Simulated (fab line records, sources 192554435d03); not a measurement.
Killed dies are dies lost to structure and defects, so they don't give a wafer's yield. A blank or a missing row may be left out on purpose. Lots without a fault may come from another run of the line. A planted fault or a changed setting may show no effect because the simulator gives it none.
Split-lot experiment | flow n5_finfet | 7 lots, 21 wafers read, on a route of 1938 steps

THE SPLIT
At N5_MOL_CONTACT_COAG_ETCH_91 (etches SOC in N2/H2, target depth 60 nm, overetch 21 nm, time 101.2 s), the setting time_s was moved away from the recipe's 101.2 s on 7 of the 21 wafers read, by -19.0% to +21.8%. The other wafers ran this setting at the recipe's value.

The reading is taken at the split's own step.

THE READING
SiARC_of_MOL_CONTACT_COAG_COAT_76.thk_nm (the simulator's own value, which no gauge read), in nm, at N5_MOL_CONTACT_COAG_ETCH_91 (etches SOC in N2/H2, target depth 60 nm, overetch 21 nm, time 101.2 s). The file gives no usual value for it. The 14 wafers here that ran the recipe average 5.9 nm, standard deviation 0.12 nm.

wafer  | tool, chamber at the split | time_s as run, s | against the recipe | SiARC_of_MOL_CONTACT_COAG_COAT_76.thk_nm, nm | against lot-mates on the recipe
L076.1 | rie_diel-05, 3             | 101.2            | recipe             | 5.8                                          | -
L076.4 | rie_diel-05, 3             | 101.2            | recipe             | 5.8                                          | -
L076.6 | rie_diel-05, 1             | 101.2            | recipe             | 6                                            | -
L079.2 | rie_diel-04, 1,3           | 122.2            | +20.8%             | 4.8                                          | -1.2
L079.3 | rie_diel-04, 1,3           | 122.2            | +20.8%             | 4.8                                          | -1.2
L079.6 | rie_diel-04, 0             | 101.2            | recipe             | 6                                            | -
L081.3 | rie_diel-05, 2,1           | 101.2            | recipe             | 6                                            | -
L081.4 | rie_diel-05, 2,1           | 101.2            | recipe             | 6                                            | -
L081.5 | rie_diel-05, 2             | 82.85            | -18.1%             | 6.6                                          | +0.6
L083.1 | rie_diel-03, 2             | 101.2            | recipe             | 6.2                                          | -
L083.3 | rie_diel-03, 1             | 101.2            | recipe             | 5.8                                          | -
L083.6 | rie_diel-03, 0             | 81.99            | -19.0%             | 6.8                                          | +0.8
L086.1 | rie_diel-05, 0             | 101.2            | recipe             | 6                                            | -
L086.2 | rie_diel-05, 1,2           | 123.3            | +21.8%             | 5                                            | -1.0
L086.3 | rie_diel-05, 1,2           | 123.3            | +21.8%             | 5                                            | -1.0
L088.4 | rie_diel-04, 1,2           | 101.2            | recipe             | 5.8                                          | -
L088.5 | rie_diel-04, 1,2           | 101.2            | recipe             | 5.8                                          | -
L088.6 | rie_diel-04, 0             | 101.2            | recipe             | 6                                            | -
L089.1 | rie_diel-05, 0,1           | 101.2            | recipe             | 6                                            | -
L089.6 | rie_diel-05, 0,1           | 101.2            | recipe             | 6                                            | -
L089.2 | rie_diel-05, 2             | 117.2            | +15.8%             | 5.4                                          | -0.6
Where a row lists several chambers, the file gives one row for several wafers and doesn't say which wafer went through which chamber.

THE FIT
A straight line over all 21 wafers: SiARC_of_MOL_CONTACT_COAG_COAT_76.thk_nm changes by -0.0452 nm for each +1% of time_s; r = -0.97; the points scatter about the line by 0.13 nm.
The same after taking each lot's own level away (the mean of its wafers on the recipe; 21 wafers): -0.0461 nm for each +1%; r = -0.97; scatter 0.13 nm.
On that fit, the largest move of time_s shifts the reading by 1 nm.
The lots' own levels span 5.87 to 6.00 nm, that is 1.1 times the standard deviation above.
So the lot-to-lot level changes the slope little: the two slopes agree.
Check: with one of the wafers moved furthest among these (+21.8%) left out of the fit, the line predicts -1.05 nm for it against its lot-mates. It came out at -1 nm against them.

OTHER SPLITS ON THESE WAFERS
These wafers also went through other splits before the reading. Each is held against what the fit with the lots' levels taken away leaves over:
other split on the same wafers            | wafers away from the commonest value | r with SiARC_of_MOL_CONTACT_COAG_COAT_76.thk_nm (lot level and that fit taken away)
N5_SDB_COAT_03 spin_rpm                   | 6                                    | -0.39
N5_GATE_CUT_CUT_ETCH_53 icp_w             | 9                                    | -0.17
N5_GATE_CUT_ALD_22 ald_cycles             | 9                                    | +0.50
N5_MOL_CONTACT_COAG_CMP_23 down_force_psi | 8                                    | +0.37

THE FILE'S OWN FIT
SiARC_of_MOL_CONTACT_COAG_COAT_76.thk_nm changes by -0.0446 nm for each +1% of time_s, r = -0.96.
